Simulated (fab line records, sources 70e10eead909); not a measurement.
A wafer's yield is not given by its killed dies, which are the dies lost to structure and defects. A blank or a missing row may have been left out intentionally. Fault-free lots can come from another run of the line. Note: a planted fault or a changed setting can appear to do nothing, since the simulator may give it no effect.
One fault through the eyes of 2 desks / flow nandHarc / what lay behind the numbers comes last; until then each desk has only its own

METROLOGY DESK
What the gauges read, lot by lot, whatever tool the lot ran on: means of the sampled wafers that have a number. The brackets show how far a lot's mean lies from the usual mean; more than 4 standard deviations puts the lot out of limits, marked OUT.
Columns: A = overlayXNm at NHARC_P_CONTACT_OVL_MEAS_13, usual -0.1 nm; B = overlayYNm at NHARC_P_CONTACT_OVL_MEAS_13, usual 0.1 nm
lot=L285; first seen here=day 6 07:18; A=-0.4; B=0.6
lot=L286; first seen here=day 6 20:19; A=-0.8; B=-0.8
lot=L288; first seen here=day 7 09:21; A=0.0; B=-0.4
lot=L287; first seen here=day 7 09:51; A=-0.6; B=-0.5
lot=L289; first seen here=day 8 01:34; A=0.2; B=-0.8
lot=L298; first seen here=day 12 00:02; A=1.0; B=1.0
lot=L299; first seen here=day 12 01:38; A=-0.0; B=-0.1
lot=L301; first seen here=day 13 00:57; A=0.3; B=0.5
lot=L303; first seen here=day 13 19:29; A=-2.2; B=0.4
lot=L304; first seen here=day 14 02:41; A=0.3; B=-0.2
lot=L305; first seen here=day 14 14:04; A=-0.5; B=0.1
lot=L306; first seen here=day 14 21:37; A=-1.4; B=-0.4
lot=L307; first seen here=day 15 11:06; A=-0.7; B=-0.3
This desk's finding: nothing out of limits on any of the 13 lots.

TOOL OWNER'S DESK, wetBench-02
The tool's own readings at NHARC_P_GATE_STRIP_67 (strips in SPM, time 600 s): means of the sampled wafers that have a number, for each lot that ran on this tool. The brackets show how far a lot's mean lies from the usual mean; more than 4 standard deviations puts the lot out of limits, marked OUT.
Columns: A = bathGuardTempC at NHARC_P_GATE_STRIP_67, usual 130.2 C; B = tempC at NHARC_P_GATE_STRIP_67, usual 130.00 C
lot=L285; first seen here=day 6 05:10; A=129.6; B=130.09
lot=L286; first seen here=day 6 18:10; A=130.1; B=130.00
lot=L288; first seen here=day 7 07:13; A=130.5; B=130.04
lot=L287; first seen here=day 7 07:37; A=124.6 (-12) OUT; B=124.17 (-39) OUT
lot=L289; first seen here=day 7 23:25; A=124.6 (-12) OUT; B=124.29 (-38) OUT
lot=L299; first seen here=day 11 23:29; A=130.3; B=130.12
lot=L301; first seen here=day 12 22:42; A=130.4; B=130.03
lot=L305; first seen here=day 14 11:55; A=130.4; B=130.03
lot=L307; first seen here=day 15 09:05; A=130.3; B=130.12
This desk's verdict: out of limits on L287, L289, starting with L287 at day 7 07:37 (bathGuardTempC at NHARC_P_GATE_STRIP_67). Within limits: L285, L286, L288, L299, L301, L305, L307.

ALL TOGETHER
The tool owner's desk could have raised an alarm at day 7 07:37, on L287, L289.
From the metrology desk's view, nothing was out of limits.
The metrology desk holds a record of L287, L289, inside its limits.
The lots listed all ran NHARC_P_GATE_STRIP_67 on wetBench-02.

WHAT THE SIMULATOR HAD PUT IN
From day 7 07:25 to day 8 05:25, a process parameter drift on wetBench-02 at NHARC_P_GATE_STRIP_67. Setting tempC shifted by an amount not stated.
Lots struck among those shown: L287, L289.
Each desk's first reading out of limits, in hours after the fault started: the tool owner's desk, 0.
